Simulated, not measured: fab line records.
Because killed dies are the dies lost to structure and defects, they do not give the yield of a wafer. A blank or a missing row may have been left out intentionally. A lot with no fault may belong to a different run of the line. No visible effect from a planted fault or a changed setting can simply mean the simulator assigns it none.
fab line records	flow n5-finfet	part 1 of 2: steps 1 to 20 of 28
[record] lots = 5	wafers = 15	last-day = 15
route steps=1938 shown BEOL_M15@1792
lots with no fault: from the same line, run without faults
start-h: hours from the record's opening day to when the first of the lot's shown wafers began	wait-h: how many hours have passed since the lot's step before this one	" unchanged from the row above	L1.1+2: several wafers, shown together as one row	- no value present, or no start provided	* or withheld: withheld	< > ~ a bound
route shown NAME@n: NAME is a module with steps in the file, n the number in the route of the first one	usual: average and standard deviation across the fault-free wafers	same: alike in all rows	chamber/n: place in a boat	sites: per-site readings	_std_site: how widely they spread, as a standard deviation	_edge_site: mean of outer sites minus mean of inner sites	radius-mm: for every site, how far away it sits from the centre of the wafer	mask NAME#n: copy n	behind: tool/chamber where the wafer was last shaped	hold: cause of the lot's hold/its duration in hours/its outcome	device: the transistor (n, p or np) that didn't switch	end of line: tests of these same wafers at the route's end	a step given without rows: its recipe and nothing more	killed: count of dies lost to structure and defects at first sort (not the wafer's yield)	map: dies across one wafer; x = killed, . = not, _ = none there
set.NAME: the setting as run; set.NAME@STEP: as run at that earlier step	model.NAME: the simulator's own value behind a step, which no gauge read
a table for each step, a row for each wafer; lots at some steps of the route
services: a tool's chamber out of use, with start hour (start-h, from the record's first day; less than 0 if before it), hours out, and reason
[[steps]]
[step N5_BEOL_M15_SRD_66]
[recipe] time-s = 30	temp-c = 23	rinse-liquid = diw	dry = n2-spin	spin-rpm = 1500	dry-time-s = 30
lot.wafer	tool	chamber	start-h	wait-h
L080.1+2+6	wet-bench-01	3,7,6	284.79	0.0
L081.2+3+4	wet-bench-02	6,2,5	305.24	0.0
L084.2+5+6	wet-bench-05	2,3,6	321.39	0.0
L085.2+3+5	wet-bench-01	1,6,7	332.70	0.0
L088.2+5+6	wet-bench-02	3,6,7	340.95	0.0
[step N5_BEOL_M15_CD_MEAS_17]
[recipe] target-cd-nm = 360	polarity = opening
[usual] cd-nm = 361.2/1.8
lot.wafer	tool	chamber	start-h	wait-h	cd-nm
L080.1	cd-sem-01	-	284.83	0.0	358.8
L080.2	"	-	"	"	358.0
L080.6	"	-	"	"	363.5
L081.2	cd-sem-01	-	305.28	0.0	364.4
L081.3	"	-	"	"	361.2
L081.4	"	-	"	"	360.6
L084.2	cd-sem-03	-	321.43	0.0	357.7
L084.5	"	-	"	"	360.9
L084.6	"	-	"	"	362.3
L085.2	cd-sem-03	-	332.75	0.0	363.1
L085.3	"	-	"	"	361.7
L085.5	"	-	"	"	362.5
L088.2	cd-sem-03	-	340.99	0.0	362.3
L088.5	"	-	"	"	363.4
L088.6	"	-	"	"	361.2
[step N5_BEOL_M15_COAT_56]
[recipe] resist = SOC	temp-c = 250	time-s = 60	spin-rpm = 1500	resist-thk-nm = 550
lot.wafer	tool	chamber	start-h	wait-h
L080.1+2+6	litho-track-01	0	284.86	0.0
L081.2+3+4	litho-track-01	0	305.32	0.0
L084.2+5+6	litho-track-01	0	321.47	0.0
L085.2+3+5	litho-track-05	0	332.79	0.0
L088.2+5+6	litho-track-01	0	341.04	0.0
[step N5_BEOL_M15_ETCH_57]
[recipe] chemistry = N2/H2	target = SOC	source-w = 3000	bias-w = 350	time-s = 750	ion-energy-ev = 200	pressure-mtorr = 30	n2-flow-sccm = 200	h2-flow-sccm = 200
[usual] bias-w = 349.8/1.1	chamber-pressure-mTorr = 30.005/0.026	drypump-motor-current-A = 5.8/0.46	oes-product-au = 0.79/0.092	rf-vpp-V = 524.7/2.5	showerhead-plenum-p-Torr = 2.57/0.089	throttle-valve-pct = 17.77/0.24
lot.wafer	tool	chamber	start-h	wait-h	bias-w	chamber-pressure-mTorr	drypump-motor-current-A	oes-product-au	rf-hours-counter-h	rf-vpp-V	showerhead-plenum-p-Torr	throttle-valve-pct
L080.1	rie-diel-05	0	284.93	-	349.5	30.016	5.6	0.73	169	518.1	2.43	18.08
L080.2	"	3	"	"	349.6	29.993	5.8	0.70	220	525.5	2.63	18.02
L080.6	"	0	"	"	350.4	30.031	5.5	0.72	-	521.9	2.43	18.09
L081.2	rie-diel-06	0	305.50	-	351.1	29.979	4.9	0.94	16	527.5	2.69	17.80
L081.3	"	3	"	"	350.1	30.032	6.3	0.77	127	524.2	2.57	17.97
L081.4	"	2	"	"	351.5	29.989	6.4	0.70	231	522.7	2.49	17.71
L084.2	rie-diel-06	0	321.53	-	347.5	30.014	5.0	0.92	21	528.5	2.69	17.81
L084.5	"	0	"	"	347.6	29.996	4.9	0.92	-	528.5	2.69	17.80
L084.6	"	3	"	"	350.8	29.998	6.3	0.75	-	524.3	2.57	17.98
L085.2	rie-diel-05	0	333.20	-	350.0	29.997	5.5	0.71	188	519.6	2.42	18.11
L085.3	"	1	"	"	350.7	29.989	6.1	0.93	7	527.9	2.72	17.12
L085.5	"	3	"	"	349.8	30.005	5.8	0.69	-	525.2	2.62	18.04
L088.2	rie-diel-05	2	341.17	-	350.6	30.024	5.6	0.89	35	525.5	2.59	17.61
L088.5	"	0	"	"	349.9	30.003	5.5	0.71	-	520.8	2.42	18.13
L088.6	"	1	"	"	349.3	30.013	6.1	0.93	-	527.2	2.72	17.13
[step N5_BEOL_M15_COAT_60]
[recipe] resist = BARC	temp-c = 205	time-s = 60	spin-rpm = 1500	resist-thk-nm = 89
lot.wafer	tool	chamber	start-h	wait-h
L080.1+2+6	litho-track-01	0	285.43	0.3
L081.2+3+4	litho-track-05	0	306.00	0.3
L084.2+5+6	litho-track-01	0	322.03	0.3
L085.2+3+5	litho-track-01	0	333.70	0.3
L088.2+5+6	litho-track-01	0	341.68	0.3
[step N5_BEOL_M15_COAT_22]
[recipe] spin-rpm = 1704	resist-thk-nm = 800
lot.wafer	tool	chamber	start-h	wait-h
L080.1+2+6	litho-track-01	0	-	-
L081.2+3+4	litho-track-05	0	-	-
L084.2+5+6	litho-track-01	0	-	-
L085.2+3+5	litho-track-01	0	-	-
L088.2+5+6	litho-track-01	0	-	-
[step N5_BEOL_M15_EBR_24]
[recipe] solvent = PGMEA	ebr-width-mm = 1.5
lot.wafer	tool	chamber	start-h	wait-h
L080.1+2+6	litho-track-01	0	-	-
L081.2+3+4	litho-track-05	0	-	-
L084.2+5+6	litho-track-01	0	-	-
L085.2+3+5	litho-track-01	0	-	-
L088.2+5+6	litho-track-01	0	-	-
[step N5_BEOL_M15_SOFTBAKE_23]
[recipe] temp-c = 130	time-s = 60
lot.wafer	tool	chamber	start-h	wait-h
L080.1+2+6	litho-track-01	0	-	-
L081.2+3+4	litho-track-05	0	-	-
L084.2+5+6	litho-track-01	0	-	-
L085.2+3+5	litho-track-01	0	-	-
L088.2+5+6	litho-track-01	0	-	-
[step N5_BEOL_M15_EXPOSE_25]
[recipe] mask-id = M15	na = 0.8	source-shape = annular	sigma-inner = 0.5	sigma-outer = 0.8	polarization = unpolarized	target-cd-nm = 400	dose-mj = 35.5
[usual] reticle-temp-C = 23.01/0.096	stage-vel-mm-s = 500.00/0.22
lot.wafer	tool	chamber	start-h	wait-h	mask	reticle-temp-C	stage-vel-mm-s
L080.1	krf-scanner-02	0	285.53	-	M15#0	22.97	500.12
L080.2	"	0	"	"	M15#0	22.82	499.78
L080.6	"	0	"	"	M15#0	22.95	499.94
L081.2	krf-scanner-01	0	306.23	-	M15#0	23.01	499.80
L081.3	"	0	"	"	M15#0	22.90	499.94
L081.4	"	0	"	"	M15#0	23.01	500.10
L084.2	krf-scanner-02	0	322.26	-	M15#0	23.02	500.17
L084.5	"	0	"	"	M15#0	23.07	499.87
L084.6	"	0	"	"	M15#0	23.00	500.00
L085.2	krf-scanner-02	0	333.81	-	M15#0	22.94	500.07
L085.3	"	0	"	"	M15#0	22.95	499.71
L085.5	"	0	"	"	M15#0	23.03	500.12
L088.2	krf-scanner-01	0	341.91	-	M15#0	23.09	499.75
L088.5	"	0	"	"	M15#0	23.01	500.13
L088.6	"	0	"	"	M15#0	22.93	500.00
[step N5_BEOL_M15_PEB_26]
[recipe] peb-temp-c = 130	peb-time-s = 90
lot.wafer	tool	chamber	start-h	wait-h
L080.1+2+6	litho-track-05	0	285.59	0.1
L081.2+3+4	litho-track-01	0	306.28	0.0
L084.2+5+6	litho-track-01	0	322.31	0.0
L085.2+3+5	litho-track-04	0	333.86	0.0
L088.2+5+6	litho-track-01	0	341.96	0.0
[step N5_BEOL_M15_DEVELOP_27]
[recipe] develop-time-s = 45	rinse-liquid = diw	dry = air-spin	dev-temp-c = 21
lot.wafer	tool	chamber	start-h	wait-h
L080.1+2+6	litho-track-05	0	-	-
L081.2+3+4	litho-track-01	0	-	-
L084.2+5+6	litho-track-01	0	-	-
L085.2+3+5	litho-track-04	0	-	-
L088.2+5+6	litho-track-01	0	-	-
[step N5_BEOL_M15_HARDBAKE_32]
[recipe] temp-c = 130	time-s = 120
lot.wafer	tool	chamber	start-h	wait-h
L080.1+2+6	litho-track-05	0	-	-
L081.2+3+4	litho-track-01	0	-	-
L084.2+5+6	litho-track-01	0	-	-
L085.2+3+5	litho-track-04	0	-	-
L088.2+5+6	litho-track-01	0	-	-
[step N5_BEOL_M15_CD_MEAS_28]
[recipe] target-cd-nm = 407.6	landing-energy-ev = 500	detector = se-inlens
[usual] cd-nm = 408.6/1.8
lot.wafer	tool	chamber	start-h	wait-h	cd-nm
L080.1	cd-sem-02	0	285.70	-	409.6
L080.2	"	0	"	"	406.2
L080.6	"	0	"	"	409.3
L081.2	cd-sem-02	0	306.40	-	410.5
L081.3	"	0	"	"	408.7
L081.4	"	0	"	"	413.7
L084.2	cd-sem-03	0	322.43	-	409.5
L084.5	"	0	"	"	409.5
L084.6	"	0	"	"	407.0
L085.2	cd-sem-02	0	333.98	-	407.7
L085.3	"	0	"	"	408.0
L085.5	"	0	"	"	406.7
L088.2	cd-sem-03	0	342.07	-	406.6
L088.5	"	0	"	"	404.5
L088.6	"	0	"	"	408.1
[step N5_BEOL_M15_OVL_MEAS_29]
[recipe] points-per-wafer = 44
[usual] M15_OVL = -1/5.5
[same] points-per-wafer = 44
lot.wafer	tool	chamber	start-h	wait-h	M15_OVL[nm]
L080.1	overlay-01	0	285.73	0.0	-2
L080.2	"	0	"	"	1
L080.6	"	0	"	"	-6
L081.2	overlay-01	0	306.43	0.0	4
L081.3	"	0	"	"	-3
L081.4	"	0	"	"	6
L084.2	overlay-02	0	322.47	0.0	-7
L084.5	"	0	"	"	-3
L084.6	"	0	"	"	-8
L085.2	overlay-02	0	334.01	0.0	-4
L085.3	"	0	"	"	-4
L085.5	"	0	"	"	1
L088.2	overlay-01	0	342.11	0.0	-10
L088.5	"	0	"	"	-4
L088.6	"	0	"	"	-3
[step N5_BEOL_M15_INSPECT_30]
[recipe] mode = adi	inspect-instrument = macro
[usual] raw-defect-count = 2.2/1.5
lot.wafer	tool	chamber	start-h	wait-h	raw-defect-count
L080.1	defect-inspect-02	-	285.76	0.0	1
L080.2	"	-	"	"	3
L080.6	"	-	"	"	0
L081.2	defect-inspect-01	-	306.45	0.0	1
L081.3	"	-	"	"	1
L081.4	"	-	"	"	0
L084.2	defect-inspect-02	-	322.49	0.0	2
L084.5	"	-	"	"	1
L084.6	"	-	"	"	0
L085.2	defect-inspect-02	-	334.03	0.0	0
L085.3	"	-	"	"	2
L085.5	"	-	"	"	4
L088.2	defect-inspect-01	-	342.14	0.0	2
L088.5	"	-	"	"	0
L088.6	"	-	"	"	3
[step N5_BEOL_M15_DESCUM_33]
[recipe] chemistry = O2	time-s = 7.9	source-power-w = 50	bias-power-w = 20	pressure-mtorr = 20	rf-frequency-hz = 2.712e+07	temp-c = 40	o2-flow-sccm = 225
[usual] bias-power-w = 20.01/0.054	chamber-pressure-mTorr = 19.999/0.018	drypump-motor-current-A = 5.9/0.41	o2-flow-sccm = 224.9/0.7	oes-product-au = 0.78/0.1	rf-vpp-V = 243.5/1.5	showerhead-plenum-p-Torr = 2.12/0.079	throttle-valve-pct = 20.42/0.24
lot.wafer	tool	chamber	start-h	wait-h	bias-power-w	chamber-pressure-mTorr	drypump-motor-current-A	o2-flow-sccm	oes-product-au	rf-hours-counter-h	rf-vpp-V	showerhead-plenum-p-Torr	throttle-valve-pct
L080.1	rie-diel-05	0	285.79	0.0	20.09	19.969	5.5	225.1	0.72	170	241.9	2.00	20.69
L080.2	"	2	"	"	19.97	20.023	5.6	225.6	0.94	15	244.7	2.15	20.36
L080.6	"	3	"	"	19.93	20.024	5.8	224.9	0.69	-	244.4	2.16	20.60
L081.2	rie-diel-06	3	306.65	0.2	20.02	19.978	6.3	225.2	0.75	127	242.9	2.10	20.47
L081.3	"	0	"	"	19.96	20.004	4.9	225.1	0.93	17	244.7	2.24	20.69
L081.4	"	1	"	"	20.03	20.022	5.9	224.8	0.79	86	243.7	2.11	20.36
L084.2	rie-diel-06	3	322.52	0.0	20.04	20.004	6.3	224.1	0.76	130	242.4	2.10	20.50
L084.5	"	0	"	"	20.06	20.005	4.9	224.4	0.92	-	245.5	2.24	20.70
L084.6	"	1	"	"	20.10	19.982	5.8	225.2	0.80	-	243.8	2.11	20.38
L085.2	rie-diel-05	3	336.21	2.2	19.90	20.030	5.8	224.8	0.69	240	245.0	2.15	20.66
L085.3	"	1	"	"	20.01	19.965	6.1	224.7	0.95	8	244.0	2.22	19.74
L085.5	"	3	"	"	20.01	20.000	5.8	225.0	0.68	-	244.2	2.15	20.63
L088.2	rie-diel-05	1	342.56	0.4	19.98	20.025	6.1	225.3	0.93	11	246.2	2.22	19.77
L088.5	"	0	"	"	20.03	20.041	5.6	223.9	0.71	-	242.3	1.99	20.74
L088.6	"	1	"	"	19.99	20.021	6.1	224.6	0.94	-	245.6	2.22	19.74
[step N5_BEOL_M15_ETCH_61]
[recipe] chemistry = N2/H2	target = BARC	target-depth-a = 890	overetch-a = 267	time-s = 67.9	ion-energy-ev = 200	pressure-mtorr = 30	source-w = 840	bias-w = 150	n2-flow-sccm = 200	h2-flow-sccm = 200
[usual] bias-w = 150.0/0.42	chamber-pressure-mTorr = 30.000/0.029	drypump-motor-current-A = 5.9/0.41	oes-product-au = 0.67/0.078	rf-vpp-V = 524.6/2.7	showerhead-plenum-p-Torr = 2.57/0.091	throttle-valve-pct = 17.85/0.24
lot.wafer	tool	chamber	start-h	wait-h	bias-w	chamber-pressure-mTorr	drypump-motor-current-A	oes-product-au	rf-hours-counter-h	rf-vpp-V	showerhead-plenum-p-Torr	throttle-valve-pct
L080.1	rie-diel-05	0	285.83	0.0	149.9	29.991	5.5	0.62	170	520.1	2.43	18.17
L080.2	"	2	"	"	149.7	29.983	5.6	0.78	15	525.9	2.59	17.65
L080.6	"	3	"	"	150.1	30.052	5.8	0.60	-	525.2	2.63	18.12
L081.2	rie-diel-06	3	306.69	0.0	149.7	30.007	6.3	0.65	127	525.0	2.57	18.08
L081.3	"	0	"	"	150.1	29.985	4.9	0.79	17	527.9	2.69	17.91
L081.4	"	1	"	"	150.7	29.966	5.9	0.68	86	525.5	2.58	17.87
L084.2	rie-diel-06	3	322.56	0.0	150.1	29.993	6.3	0.65	130	522.9	2.57	18.08
L084.5	"	0	"	"	149.6	29.991	4.9	0.77	-	526.9	2.69	17.91
L084.6	"	1	"	"	150.1	29.953	5.9	0.68	-	524.2	2.58	17.89
L085.2	rie-diel-05	3	336.25	0.0	150.4	29.989	5.8	0.59	240	525.2	2.62	18.16
L085.3	"	1	"	"	149.5	30.022	6.1	0.79	8	527.3	2.72	17.24
L085.5	"	3	"	"	150.0	29.975	5.8	0.59	-	524.5	2.62	18.16
L088.2	rie-diel-05	1	342.59	0.0	149.1	29.970	6.1	0.78	11	528.6	2.72	17.23
L088.5	"	0	"	"	150.3	30.045	5.6	0.62	-	520.3	2.42	18.22
L088.6	"	1	"	"	149.9	29.984	6.1	0.79	-	527.3	2.72	17.23
[step N5_BEOL_M15_TRENCH_ETCH_34]
[recipe] chemistry = C4F8/O2/Ar	target = SiO2	target-depth-a = 8729.3	he-inner-torr = 15	he-outer-torr = 30	time-s = 199	ion-energy-ev = 800	pressure-mtorr = 20	source-w = 1905	bias-w = 2040	Ar_flow_sccm = 400	C4F8_flow_sccm = 16	O2_flow_sccm = 12
[usual] C4F8_flow_sccm = 16.00/0.046	bias-w = 2040/6.3	chamber-pressure-mTorr = 19.999/0.019	drypump-motor-current-A = 5.9/0.41	mfc-ar-sccm = 399.8/1.1	oes-product-au = 0.78/0.098	rf-vpp-V = 2226/31	showerhead-plenum-p-Torr = 3.48/0.12	throttle-valve-pct = 30.88/0.26
lot.wafer	tool	chamber	start-h	wait-h	C4F8_flow_sccm	bias-w	chamber-pressure-mTorr	drypump-motor-current-A	mfc-ar-sccm	oes-product-au	rf-hours-counter-h	rf-vpp-V	showerhead-plenum-p-Torr	throttle-valve-pct
L080.1	rie-diel-05	0	285.88	0.0	16.03	2045	20.023	5.6	398.1	0.71	170	2259	3.29	31.10
L080.2	"	2	"	"	16.05	2036	19.995	5.7	401.7	0.93	15	2271	3.50	30.75
L080.6	"	3	"	"	15.93	2032	19.996	5.8	398.0	0.70	-	2221	3.56	31.18
L081.2	rie-diel-06	3	306.74	0.0	15.95	2037	19.986	6.3	401.3	0.75	127	2204	3.46	31.07
L081.3	"	0	"	"	16.05	2034	20.015	4.9	399.6	0.92	17	2232	3.66	31.19
L081.4	"	1	"	"	16.03	2040	19.998	5.9	400.5	0.80	86	2228	3.50	31.03
L084.2	rie-diel-06	3	322.61	0.0	15.97	2044	19.962	6.3	399.7	0.76	130	2205	3.46	31.06
L084.5	"	0	"	"	16.07	2034	20.008	4.9	402.0	0.89	-	2231	3.65	31.18
L084.6	"	1	"	"	16.06	2035	20.013	5.8	401.0	0.79	-	2228	3.50	31.04
L085.2	rie-diel-05	3	336.30	0.0	16.04	2034	20.008	5.8	399.3	0.67	240	2221	3.55	31.17
L085.3	"	1	"	"	16.02	2042	20.001	6.1	398.3	0.94	8	2232	3.66	30.36
L085.5	"	3	"	"	16.03	2046	19.992	5.7	400.5	0.67	-	2220	3.55	31.19
L088.2	rie-diel-05	1	342.64	0.0	15.99	2038	20.001	6.1	401.1	0.93	11	2231	3.66	30.35
L088.5	"	0	"	"	15.98	2026	20.015	5.6	399.6	0.70	-	2259	3.28	31.15
L088.6	"	1	"	"	15.97	2037	19.981	6.1	401.4	0.93	-	2231	3.66	30.34
[step N5_BEOL_M15_STRIP_36]
[recipe] chemistry = O2	power-w = 600	temp-c = 60	pressure-mtorr = 30	rf-frequency-hz = 6e+07	bias-power-w = 0	overash-fraction = 0.3	o2-flow-sccm = 225
[usual] chamber-pressure-mTorr = 29.99/0.051	drypump-motor-current-A = 5.8/0.37	o2-flow-sccm = 225.1/0.68	oes-product-au = 0.79/0.1	rf-vpp-V = 3.8/1	showerhead-plenum-p-Torr = 2.12/0.084	throttle-valve-pct = 16.68/0.26
[same] bias-power-w = 0
lot.wafer	tool	chamber	start-h	wait-h	chamber-pressure-mTorr	drypump-motor-current-A	o2-flow-sccm	oes-product-au	rf-hours-counter-h	rf-vpp-V	showerhead-plenum-p-Torr	throttle-valve-pct
L080.1	rie-diel-01	1	292.74	6.7	30.00	6.3	224.8	0.76	186	4.5	2.19	16.48
L080.2	"	0	"	"	29.93	5.5	225.4	0.78	104	5.6	2.21	16.81
L080.6	"	0	"	"	29.97	5.5	226.2	0.79	-	2.5	2.21	16.78
L081.2	rie-diel-01	2	307.02	0.1	30.02	6.4	224.3	0.71	211	3.2	1.98	16.55
L081.3	"	0	"	"	30.00	5.5	226.0	0.79	110	1.9	2.21	16.86
L081.4	"	1	"	"	30.01	6.3	225.2	0.75	191	2.1	2.19	16.41
L084.2	rie-diel-05	1	323.71	0.9	30.11	6.1	224.2	0.94	4	2.1	2.23	15.98
L084.5	"	1	"	"	29.94	6.1	225.3	0.97	-	4.0	2.23	16.03
L084.6	"	2	"	"	30.01	5.6	225.3	0.91	-	2.9	2.15	16.56
L085.2	rie-diel-05	1	336.66	0.2	29.94	6.1	225.3	0.94	8	2.5	2.22	15.99
L085.3	"	0	"	"	29.93	5.5	224.5	0.70	189	4.0	1.99	16.96
L085.5	"	2	"	"	29.91	5.6	226.2	0.89	-	4.1	2.15	16.55
L088.2	rie-diel-05	2	345.86	3.0	30.01	5.6	225.5	0.88	37	3.6	2.15	16.57
L088.5	"	3	"	"	30.03	5.8	224.0	0.68	-	4.5	2.15	16.94
L088.6	"	0	"	"	29.97	5.5	224.6	0.72	-	3.0	1.99	16.99
[step N5_BEOL_M15_STRIP_62]
[recipe] chemistry = O2	power-w = 600	temp-c = 60	pressure-mtorr = 30	rf-frequency-hz = 6e+07	bias-power-w = 0	overash-fraction = 0.3	o2-flow-sccm = 225
[usual] chamber-pressure-mTorr = 29.997/0.026	drypump-motor-current-A = 5.8/0.37	o2-flow-sccm = 225.0/0.69	oes-product-au = 0.79/0.1	rf-vpp-V = 3.7/0.53	showerhead-plenum-p-Torr = 2.12/0.084	throttle-valve-pct = 16.68/0.26
[same] bias-power-w = 0
lot.wafer	tool	chamber	start-h	wait-h	chamber-pressure-mTorr	drypump-motor-current-A	o2-flow-sccm	oes-product-au	rf-hours-counter-h	rf-vpp-V	showerhead-plenum-p-Torr	throttle-valve-pct
L080.1	rie-diel-01	1	-	-	29.988	6.3	225.1	0.75	186	4.0	2.19	16.44
L080.2	"	0	"	"	30.021	5.5	224.6	0.78	104	2.8	2.21	16.81
L080.6	"	0	"	"	29.988	5.5	225.9	0.78	-	3.9	2.21	16.81
L081.2	rie-diel-01	2	-	-	29.983	6.4	225.0	0.70	211	4.1	1.98	16.58
L081.3	"	0	"	"	30.006	5.5	225.9	0.77	110	4.4	2.21	16.82
L081.4	"	1	"	"	30.009	6.3	225.7	0.75	191	3.8	2.19	16.45
L084.2	rie-diel-05	1	-	-	30.031	6.1	225.9	0.96	4	3.2	2.23	16.00
L084.5	"	1	"	"	30.018	6.1	224.6	0.98	-	3.4	2.23	16.02
L084.6	"	2	"	"	29.990	5.6	224.7	0.91	-	5.1	2.15	16.57
L085.2	rie-diel-05	1	-	-	30.023	6.1	223.4	0.94	8	3.0	2.22	16.01
L085.3	"	0	"	"	30.015	5.5	225.1	0.71	189	4.3	1.99	16.97
L085.5	"	2	"	"	29.975	5.6	225.2	0.90	-	4.2	2.15	16.58
L088.2	rie-diel-05	2	-	-	29.962	5.6	224.8	0.89	37	4.1	2.15	16.59
L088.5	"	3	"	"	30.007	5.8	225.9	0.68	-	4.2	2.15	16.94
L088.6	"	0	"	"	29.984	5.6	225.3	0.71	-	4.4	1.99	16.96
